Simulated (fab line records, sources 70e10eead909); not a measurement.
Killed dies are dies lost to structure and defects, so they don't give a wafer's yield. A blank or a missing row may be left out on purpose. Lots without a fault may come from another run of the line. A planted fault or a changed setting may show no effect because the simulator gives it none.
Which tool did it? | flow nand_harc | 24 lots, 72 wafers sampled, at 5 steps of a route of 1159

WHAT THE GAUGES READ, wafer by wafer
NHARC_A_BLC_OVL_MEAS_11.
lot  | measured     | on         | overlay_x_nm (nm) | overlay_y_nm (nm)
L074 | day 17 14:42 | overlay-01 | -0.2 0.0 0.1      | 0.0 -0.8 -0.2
L075 | day 17 16:41 | overlay-02 | 1.2 1.1 1.1       | 0.5 0.7 0.2
L076 | day 18 02:26 | overlay-01 | -0.3 0.2 -0.2     | -0.2 -0.2 -0.2
L079 | day 18 02:23 | overlay-02 | 0.7 0.8 1.1       | 0.0 0.2 0.0
L081 | day 18 10:28 | overlay-02 | 1.0 1.1 1.5       | -0.5 0.0 -0.2
L077 | day 18 12:32 | overlay-02 | -1.6 -1.1 -1.4    | -0.3 -0.9 -1.0
L080 | day 18 16:41 | overlay-02 | 0.5 0.5 0.8       | 1.8 1.5 1.0
L078 | day 18 17:34 | overlay-01 | -1.0 -1.0 -1.0    | -0.1 -0.3 -0.2
L082 | day 19 16:36 | overlay-01 | -1.2 -1.6 -0.6    | -0.9 -0.3 -0.5
L084 | day 19 22:40 | overlay-01 | 0.7 0.7 1.0       | -0.1 0.0 0.3
L086 | day 19 23:06 | overlay-01 | -0.3 0.5 -0.2     | -0.5 -0.5 -0.4
L085 | day 20 03:41 | overlay-01 | 0.3 0.5 0.4       | 0.4 0.2 0.3
L083 | day 20 04:33 | overlay-02 | -1.0 -0.7 -1.2    | -1.4 -1.4 -1.1
L088 | day 20 12:01 | overlay-02 | -0.3 -0.3 -0.8    | 0.0 0.1 -0.2
L087 | day 21 00:35 | overlay-01 | -0.3 -0.2 0.0     | 0.3 0.2 0.4
L089 | day 21 01:10 | overlay-01 | 0.3 0.1 0.3       | 0.0 0.2 0.1
L090 | day 21 14:22 | overlay-02 | 1.6 1.2 0.9       | 0.1 -0.4 -0.1
L092 | day 22 01:17 | overlay-01 | 0.5 0.3 0.8       | 1.0 0.9 1.2
L093 | day 22 03:08 | overlay-02 | 0.1 -0.1 0.1      | -0.3 0.5 -0.3
L091 | day 22 03:50 | overlay-02 | -0.8 -1.2 -1.7    | 0.1 1.2 0.2
L094 | day 22 10:21 | overlay-02 | 0.5 0.0 0.9       | 0.6 0.3 0.4
L095 | day 22 22:57 | overlay-01 | 0.9 1.4 0.6       | -0.5 -0.5 -0.5
L096 | day 23 02:17 | overlay-02 | 0.0 0.0 0.5       | -0.7 -0.4 -0.1
L097 | day 23 07:33 | overlay-01 | 1.4 1.6 1.4       | -0.9 -1.4 -1.1

WHICH TOOL RAN EACH LOT (tool, then ch and the chambers of the sampled wafers, then the start)
lot  | NHARC_A_CONTACT_ETCH_128             | NHARC_A_CONTACT_STRIP_82                      | NHARC_A_CONTACT_ETCH_88            | NHARC_A_CONTACT_ETCH_137
L074 | har_cap_etch-01 ch 0,1, day 17 00:56 | rie_diel-13 ch 0,2,3, day 17 08:23 or earlier | rie_diel-07 ch 1,2,3, day 17 08:23 | har_cap_etch-02 ch 0,1, day 17 09:46
L075 | har_cap_etch-01 ch 0,1, day 17 04:23 | rie_diel-13 ch 0,2, day 17 11:25 or earlier   | rie_diel-13 ch 0,1, day 17 11:25   | har_cap_etch-02 ch 0,1, day 17 12:49
L076 | har_cap_etch-03 ch 0,1, day 17 11:48 | rie_diel-01 ch 0,1,3, day 17 17:46 or earlier | rie_diel-01 ch 1,2, day 17 17:46   | har_cap_etch-03 ch 0,1, day 17 19:07
L079 | har_cap_etch-01 ch 0,1, day 17 11:50 | rie_diel-13 ch 0,2, day 17 16:39 or earlier   | rie_diel-07 ch 1,2,3, day 17 16:39 | har_cap_etch-02 ch 0,1, day 17 17:59
L081 | har_cap_etch-03 ch 0,1, day 17 22:25 | rie_diel-01 ch 0,1,2, day 18 03:31 or earlier | rie_diel-01 ch 0,1, day 18 03:31   | har_cap_etch-01 ch 0,1, day 18 05:07
L077 | har_cap_etch-01 ch 0,1, day 18 01:20 | rie_diel-01 ch 0,2,3, day 18 07:24 or earlier | rie_diel-13 ch 0,1, day 18 07:24   | har_cap_etch-02 ch 0,1, day 18 08:46
L080 | har_cap_etch-02 ch 0,1, day 18 04:18 | rie_diel-01 ch 0,2, day 18 09:01 or earlier   | rie_diel-13 ch 0,3, day 18 09:01   | har_cap_etch-01 ch 0,1, day 18 10:25
L078 | har_cap_etch-03 ch 0,1, day 18 04:35 | rie_diel-13 ch 0,1,2, day 18 10:14 or earlier | rie_diel-13 ch 1,2,3, day 18 10:14 | har_cap_etch-03 ch 0,1, day 18 11:35
L082 | har_cap_etch-01 ch 0,1, day 19 02:25 | rie_diel-01 ch 0,3, day 19 07:08 or earlier   | rie_diel-01 ch 1,3, day 19 07:08   | har_cap_etch-03 ch 0,1, day 19 08:31
L084 | har_cap_etch-01 ch 0,1, day 19 11:34 | rie_diel-07 ch 1,2,3, day 19 16:10 or earlier | rie_diel-01 ch 0,1,3, day 19 16:10 | har_cap_etch-02 ch 0,1, day 19 17:39
L086 | har_cap_etch-03 ch 0,1, day 19 12:39 | rie_diel-13 ch 2,3, day 19 17:23 or earlier   | rie_diel-13 ch 0,1, day 19 17:23   | har_cap_etch-01 ch 0,1, day 19 18:43
L085 | har_cap_etch-01 ch 0,1, day 19 14:40 | rie_diel-13 ch 0,2, day 19 21:08 or earlier   | rie_diel-07 ch 0,2, day 19 21:08   | har_cap_etch-01 ch 0,1, day 19 22:45
L083 | har_cap_etch-03 ch 0,1, day 19 16:25 | rie_diel-07 ch 0,3, day 19 22:32 or earlier   | rie_diel-07 ch 0,2,3, day 19 22:32 | har_cap_etch-03 ch 0,1, day 20 00:22
L088 | har_cap_etch-02 ch 0,1, day 19 23:40 | rie_diel-01 ch 2,3, day 20 06:10 or earlier   | rie_diel-01 ch 0,3, day 20 06:10   | har_cap_etch-03 ch 1, day 20 08:04
L087 | har_cap_etch-01 ch 0,1, day 20 06:58 | rie_diel-01 ch 0,2,3, day 20 11:47 or earlier | rie_diel-13 ch 0,1,3, day 20 11:47 | har_cap_etch-03 ch 0,1, day 20 13:09
L089 | har_cap_etch-02 ch 0,1, day 20 07:59 | rie_diel-07 ch 0,3, day 20 12:50 or earlier   | rie_diel-13 ch 0,3, day 20 12:50   | har_cap_etch-02 ch 0,1, day 20 14:11
L090 | har_cap_etch-01 ch 0,1, day 20 18:43 | rie_diel-13 ch 0,2,3, day 21 00:05 or earlier | rie_diel-13 ch 0,1, day 21 00:05   | har_cap_etch-01 ch 0,1, day 21 01:30
L092 | har_cap_etch-01 ch 0,1, day 21 10:54 | rie_diel-07 ch 1,2,3, day 21 16:22 or earlier | rie_diel-13 ch 2,3, day 21 16:22   | har_cap_etch-03 ch 0,1, day 21 17:52
L093 | har_cap_etch-03 ch 0,1, day 21 12:31 | rie_diel-07 ch 0,1,2, day 21 18:26 or earlier | rie_diel-13 ch 0,2,3, day 21 18:26 | har_cap_etch-02 ch 0,1, day 21 19:49
L091 | har_cap_etch-02 ch 0,1, day 21 14:35 | rie_diel-13 ch 0,2,3, day 21 19:50 or earlier | rie_diel-13 ch 0,1,3, day 21 19:50 | har_cap_etch-01 ch 0,1, day 21 21:11
L094 | har_cap_etch-01 ch 0,1, day 21 16:12 | rie_diel-13 ch 0,1,3, day 21 20:56 or earlier | rie_diel-13 ch 0,1,3, day 21 20:56 | har_cap_etch-03 ch 0,1, day 21 22:19
L095 | har_cap_etch-03 ch 0,1, day 22 11:52 | rie_diel-01 ch 0,1,2, day 22 17:08 or earlier | rie_diel-13 ch 0,2,3, day 22 17:08 | har_cap_etch-02 ch 0,1, day 22 18:44
L096 | har_cap_etch-02 ch 0,1, day 22 15:02 | rie_diel-13 ch 0,2,3, day 22 20:53 or earlier | rie_diel-07 ch 1,3, day 22 20:53   | har_cap_etch-02 ch 0,1, day 22 22:20
L097 | har_cap_etch-03 ch 0,1, day 22 20:46 | rie_diel-01 ch 0,3, day 23 01:42 or earlier   | rie_diel-13 ch 0,2,3, day 23 01:42 | har_cap_etch-03 ch 0,1, day 23 03:10
- NHARC_A_CONTACT_ETCH_128: etches the open film in C4F8/O2/Ar, time 155 s, target depth 956 nm.
- NHARC_A_CONTACT_STRIP_82: strips in O2.
- NHARC_A_CONTACT_ETCH_88: etches the open film in CF4, target depth 39 nm, time 65 s.
- NHARC_A_CONTACT_ETCH_137: etches the open film in C4F8/O2/Ar, time 132 s, target depth 1287 nm.

WHAT THE TOOLS THEMSELVES READ (means of the sampled wafers that have a number; where no wafer has one, the mark that the record gives instead)
NHARC_A_CONTACT_ETCH_128.
lot  | tool            | oes_air_line_au (a.u.)
L074 | har_cap_etch-01 | 1.004
L075 | har_cap_etch-01 | 1.024
L076 | har_cap_etch-03 | 0.986
L079 | har_cap_etch-01 | 0.991
L081 | har_cap_etch-03 | 0.985
L077 | har_cap_etch-01 | 0.973
L080 | har_cap_etch-02 | 1.003
L078 | har_cap_etch-03 | 0.984
L082 | har_cap_etch-01 | 1.002
L084 | har_cap_etch-01 | 0.971
L086 | har_cap_etch-03 | 0.987
L085 | har_cap_etch-01 | 1.014
L083 | har_cap_etch-03 | 0.993
L088 | har_cap_etch-02 | 1.002
L087 | har_cap_etch-01 | 0.999
L089 | har_cap_etch-02 | 1.011
L090 | har_cap_etch-01 | 1.001
L092 | har_cap_etch-01 | 0.983
L093 | har_cap_etch-03 | 1.020
L091 | har_cap_etch-02 | 1.022
L094 | har_cap_etch-01 | 0.997
L095 | har_cap_etch-03 | 1.005
L096 | har_cap_etch-02 | 0.993
L097 | har_cap_etch-03 | 0.994

NHARC_A_CONTACT_STRIP_82.
lot  | tool        | drypump_motor_current_A (A) | oes_product_au (a.u.) | rf_vpp_V (V) | showerhead_plenum_p_Torr (Torr) | throttle_valve_pct (%)
L074 | rie_diel-13 | 5.7                         | 1.011                 | 58.2         | 3.45                            | 17.031
L075 | rie_diel-13 | 5.5                         | 1.011                 | 57.1         | 3.36                            | 17.041
L076 | rie_diel-01 | 5.7                         | 1.002                 | 57.3         | 3.35                            | 17.044
L079 | rie_diel-13 | 5.5                         | 1.005                 | 57.4         | 3.36                            | 17.048
L081 | rie_diel-01 | 5.9                         | 1.005                 | 58.4         | 3.40                            | 17.033
L077 | rie_diel-01 | 6.0                         | 1.006                 | 56.7         | 3.44                            | 17.028
L080 | rie_diel-01 | 6.5                         | 1.012                 | 57.4         | 3.39                            | 17.037
L078 | rie_diel-13 | 5.6                         | 0.999                 | 57.3         | 3.37                            | 17.041
L082 | rie_diel-01 | 6.3                         | 1.005                 | 57.2         | 3.34                            | 17.032
L084 | rie_diel-07 | 5.7                         | 0.989                 | 57.4         | 3.49                            | 17.038
L086 | rie_diel-13 | 6.0                         | 1.005                 | 57.5         | 3.46                            | 17.033
L085 | rie_diel-13 | 5.7                         | 1.015                 | 57.6         | 3.37                            | 17.038
L083 | rie_diel-07 | 5.6                         | 1.000                 | 57.9         | 3.64                            | 17.032
L088 | rie_diel-01 | 5.6                         | 0.992                 | 57.7         | 3.49                            | 17.050
L087 | rie_diel-01 | 6.0                         | 1.002                 | 58.2         | 3.43                            | 17.041
L089 | rie_diel-07 | 5.6                         | 1.003                 | 58.0         | 3.64                            | 17.038
L090 | rie_diel-13 | 5.7                         | 1.001                 | 57.9         | 3.44                            | 17.040
L092 | rie_diel-07 | 5.6                         | 0.995                 | 58.4         | 3.48                            | 17.039
L093 | rie_diel-07 | 5.8                         | 0.995                 | 57.0         | 3.57                            | 17.034
L091 | rie_diel-13 | 5.7                         | 0.998                 | 57.1         | 3.44                            | 17.033
L094 | rie_diel-13 | 5.6                         | 0.997                 | 57.7         | 3.44                            | 17.037
L095 | rie_diel-01 | 5.9                         | 1.006                 | 58.0         | 3.57                            | 17.035
L096 | rie_diel-13 | 5.7                         | 1.000                 | 58.3         | 3.44                            | 17.041
L097 | rie_diel-01 | 6.3                         | 1.009                 | 57.5         | 3.68                            | 17.035

NHARC_A_CONTACT_ETCH_88.
lot  | tool        | drypump_motor_current_A (A) | oes_product_au (a.u.) | rf_vpp_V (V) | showerhead_plenum_p_Torr (Torr) | throttle_valve_pct (%)
L074 | rie_diel-07 | 5.6                         | 1.004                 | 151.4        | 1.75                            | 13.279
L075 | rie_diel-13 | 5.4                         | 0.993                 | 150.4        | 1.69                            | 13.279
L076 | rie_diel-01 | 5.7                         | 1.009                 | 151.3        | 1.76                            | 13.284
L079 | rie_diel-07 | 5.6                         | 1.009                 | 151.2        | 1.75                            | 13.286
L081 | rie_diel-01 | 5.6                         | 0.996                 | 150.4        | 1.66                            | 13.284
L077 | rie_diel-13 | 5.4                         | 0.998                 | 149.6        | 1.69                            | 13.284
L080 | rie_diel-13 | 5.7                         | 1.001                 | 151.2        | 1.77                            | 13.284
L078 | rie_diel-13 | 5.8                         | 0.999                 | 150.9        | 1.73                            | 13.281
L082 | rie_diel-01 | 5.2                         | 0.988                 | 149.8        | 1.69                            | 13.276
L084 | rie_diel-01 | 5.7                         | 0.995                 | 150.5        | 1.68                            | 13.289
L086 | rie_diel-13 | 5.4                         | 0.984                 | 149.7        | 1.69                            | 13.283
L085 | rie_diel-07 | 5.8                         | 0.996                 | 152.0        | 1.84                            | 13.292
L083 | rie_diel-07 | 5.7                         | 0.998                 | 152.3        | 1.79                            | 13.275
L088 | rie_diel-01 | 5.8                         | 0.991                 | 151.8        | 1.69                            | 13.281
L087 | rie_diel-13 | 5.6                         | 1.000                 | 151.4        | 1.72                            | 13.284
L089 | rie_diel-13 | 5.5                         | 1.003                 | 150.2        | 1.72                            | 13.284
L090 | rie_diel-13 | 5.3                         | 1.007                 | 150.0        | 1.68                            | 13.288
L092 | rie_diel-13 | 6.0                         | 1.003                 | 151.8        | 1.77                            | 13.296
L093 | rie_diel-13 | 5.7                         | 0.998                 | 150.7        | 1.72                            | 13.287
L091 | rie_diel-13 | 5.5                         | 1.003                 | 149.5        | 1.72                            | 13.282
L094 | rie_diel-13 | 5.5                         | 0.998                 | 150.6        | 1.72                            | 13.288
L095 | rie_diel-13 | 5.7                         | 1.004                 | 150.0        | 1.72                            | 13.290
L096 | rie_diel-07 | 5.4                         | 0.981                 | 151.3        | 1.73                            | 13.283
L097 | rie_diel-13 | 5.7                         | 1.005                 | 150.8        | 1.72                            | 13.288

NHARC_A_CONTACT_ETCH_137.
lot  | tool            | oes_air_line_au (a.u.)
L074 | har_cap_etch-02 | 1.014
L075 | har_cap_etch-02 | 0.994
L076 | har_cap_etch-03 | 1.004
L079 | har_cap_etch-02 | 1.018
L081 | har_cap_etch-01 | 0.981
L077 | har_cap_etch-02 | 1.002
L080 | har_cap_etch-01 | 0.997
L078 | har_cap_etch-03 | 0.981
L082 | har_cap_etch-03 | 0.996
L084 | har_cap_etch-02 | 1.017
L086 | har_cap_etch-01 | 0.986
L085 | har_cap_etch-01 | 0.997
L083 | har_cap_etch-03 | 0.984
L088 | har_cap_etch-03 | 1.016
L087 | har_cap_etch-03 | 0.986
L089 | har_cap_etch-02 | 0.990
L090 | har_cap_etch-01 | 1.025
L092 | har_cap_etch-03 | 1.006
L093 | har_cap_etch-02 | 1.005
L091 | har_cap_etch-01 | 1.018
L094 | har_cap_etch-03 | 0.987
L095 | har_cap_etch-02 | 0.997
L096 | har_cap_etch-02 | 1.020
L097 | har_cap_etch-03 | 1.008

THE ANSWER, worked out from the rows above alone
Rule: what is usual is taken from the lots themselves. Put in order of their means at a reading, lots are off if they are a third of the lots or fewer, leave a main group of 4 or more, and stand apart from it by a gap of 3 or more times the standard deviation of the main group's means; of several such gaps the widest counts. A main group whose means are all the same, to the digits that the tables above print for the reading, isn't used. A lot without any number at a reading at which 4 lots or more have one is off too. The other lots that the step has rows for count as sound. The gauges are gone through in route order, then the tools' own readings, and for those a lot's mean is taken as printed above. The first step at which some lot is off is used, and at that step the reading that is off furthest; a lot without a number counts as furthest.
No lot is off at any reading shown: from this, nothing can be told.

WHAT THE SIMULATOR HAD PUT IN
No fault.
